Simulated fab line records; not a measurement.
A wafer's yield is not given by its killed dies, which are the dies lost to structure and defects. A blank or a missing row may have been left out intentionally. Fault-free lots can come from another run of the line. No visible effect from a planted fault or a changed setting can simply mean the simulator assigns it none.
A struck lot beside a sound one    flow nand harc    15 steps out of a route of 1159
Sound: these wafers, L729.1, L729.4, L729.6. Struck: wafers L737.2, L737.3, L737.4. Last of all comes the cause.
At each step with rows: each side's tool, then ch and its chambers, then its first start. Under that, the readings that differ: sound wafers    struck wafers    difference of the means    sigmas: that difference in standard deviations of wafers without a fault.
alike: words and numbers the same on both sides, and readings whose means are apart by under 2 such deviations; not compared: readings that were withheld, readings missing a value for some wafer, numbers with overlapping values and no deviation given by the record, and bounds like >300 which may hide the same value.
The two part at a step that has a row with sigmas, a row that says differs or no value, or rows on one side only. Non-overlapping numbers with no deviation appear without sigmas and do not part them. Lack of a reading on every wafer of one side parts them only where that side has two or more wafers.

first, 4 steps without rows for these wafers: NHARC_HYBRID_BOND_PRECLEAN_01 (cleans in DIW, time 300 s); NHARC_HYBRID_BOND_SRD_02 (time 30 s, dry time 20 s); NHARC_HYBRID_BOND_BOND_03; NHARC_HYBRID_BOND_ANNEAL_04 (time 7200 s).
NHARC_HYBRID_BOND_OVL_MEAS_05:
  sound: overlay-02 at day 20 12:50; struck: overlay-02 at day 22 15:40
  alike: overlay x nm, overlay y nm
NHARC_HYBRID_BOND_INSPECT_06: inspects for defects (ir void).
  sound: defect inspect-02 at day 20 12:53; struck: defect inspect-02 at day 22 15:43
reading           sound     struck    difference  sigmas
raw defect count  32 42 48  21 13 12  -25         -2
NHARC_THIN_TSV_GRIND_00:
  sound on grinder-01 ch 0, day 20 13:02; struck on grinder-01 ch 0, day 22 16:04
  alike: motor current A, slurry flow ml min
NHARC_THIN_TSV_CMP_01: polishes.
  sound on cmp-04 ch 1,2,3, day 20 14:15; struck on cmp-01 ch 1,2,3, day 22 17:08
  alike: motor current A, slurry flow ml min
  not compared: pad life wafers
NHARC_THIN_TSV_THK_MEAS_02: measures by ir.
  sound: film metro-02 at day 20 14:31; struck: film metro-01 at day 22 17:22
  alike: thk nm
then, 3 steps without rows for these wafers: NHARC_THIN_TSV_SRD_03; NHARC_THIN_TSV_PRECLEAN_41 (cleans in SC1); NHARC_THIN_TSV_SRD_42.
NHARC_THIN_TSV_DEP_43: deposits SiO2, target thk 1328.5 nm.
  sound on pecvd-02 ch 0,1, day 20 14:47; struck on pecvd-03 ch 0,1,2, day 22 17:38
  no value came back on the struck wafers for chamber pressure Torr (Torr), flow sccm (sccm), throttle valve pct (%); on the sound wafers chamber pressure Torr (Torr) reads 6.466 6.479 6.486
then, 1 step without rows for these wafers: NHARC_THIN_TSV_DEHYDRATE_04 (time 120 s).
NHARC_END_SORT_01:
  sound on prober-01 ch 0, day 21 07:11; struck on prober-01 ch 0, day 23 10:02
reading                   sound           struck                                                                difference                    sigmas
hold                      - - -           await dispo/2.7h/scrap await dispo/2.7h/scrap await dispo/2.7h/scrap  no value on the sound wafers  
defect limited yield (%)  95.7 92.9 93.2  0 0 0                                                                 -94                           -72
killed at array           27 41 40        21 12 10                                                              -22                           -2
killed at other           1 5 0           654 665 665                                                           +659                          +99 or more
killed dies               29 48 46        677 677 677                                                           +636                          +71
sort_bin_2_pct (%)        1.3 1.5 2.2     97.2 98.1 98.1                                                        +96.1                         +99 or more
sort_bin_4_pct (%)        2.8 5.5 4.3     2.8 1.8 1.8                                                           -2.1                          -2
sort n pass               648 629 631     0 0 0                                                                 -636                          -71
sort rim yield pct (%)    97.2 98.1 96.2  0 0 0                                                                 -97                           -57
sort yield pct (%)        95.7 92.9 93.2  0 0 0                                                                 -94                           -72
  alike: killed at periphery, killed open, killed short, sort_bin_3_pct

== WHERE THEY PART ==
Earliest at NHARC_HYBRID_BOND_INSPECT_06; latest, in this record, at NHARC_END_SORT_01.

WHY: what the simulator had put in
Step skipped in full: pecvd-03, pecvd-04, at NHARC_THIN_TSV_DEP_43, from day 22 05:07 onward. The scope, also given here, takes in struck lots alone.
